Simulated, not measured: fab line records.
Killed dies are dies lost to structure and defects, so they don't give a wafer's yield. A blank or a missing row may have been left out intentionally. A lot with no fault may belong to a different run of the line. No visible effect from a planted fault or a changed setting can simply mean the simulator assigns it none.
Chamber matching ; flow nandHarc ; 3 sister chambers for NHARC_P_BONDPAD_DEP_00 on pecvd-02
The step deposits SiCN, target thk 250 nm. 3 wafers are shown with their chamber, then 9 later ones without.

== EACH WAFER AND ITS CHAMBER ==
wafer;chamber;heaterPowerW (W)
L090.4;1;479
L092.1;0;558
L092.5;2;569

== WAFERS MISSING THEIR CHAMBER ==
wafer;heaterPowerW (W)
L093.2;557
L093.4;549
L093.5;550
L096.2;577
L096.4;602
L096.5;536
L097.1;543
L097.2;598
L097.5;549

== WHICH CHAMBER EACH WENT THROUGH ==
wafer;from the rows above;in truth
L093.2;can't be placed: 0 or 2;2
L093.4;can't be placed: 0 or 2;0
L093.5;can't be placed: 0 or 2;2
L096.2;can't be placed: 2 or 0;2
L096.4;can't be placed: 2 or 0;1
L096.5;can't be placed: 0 or 2 or 1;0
L097.1;can't be placed: 0 or 2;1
L097.2;can't be placed: 2 or 0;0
L097.5;can't be placed: 0 or 2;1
0 of 9 placed correctly. These rows do not allow placing 9 (true chamber among the candidates in 6). Number placed wrongly: 0.
How it was worked out, from the rows above alone: a wafer's distance from a chamber is the root of the sum, over the readings, of the square of ((its reading less the chamber's mean) divided by the reading's scatter). If the next closest chamber is less than 2 further off than the closest, the wafer can't be placed; otherwise it belongs to the closest. Each chamber's mean is taken over the wafers shown for it. The scatter (one wafer shown for each chamber): square how far every hidden wafer sits from the nearest shown wafer, average those squares and take the square root.
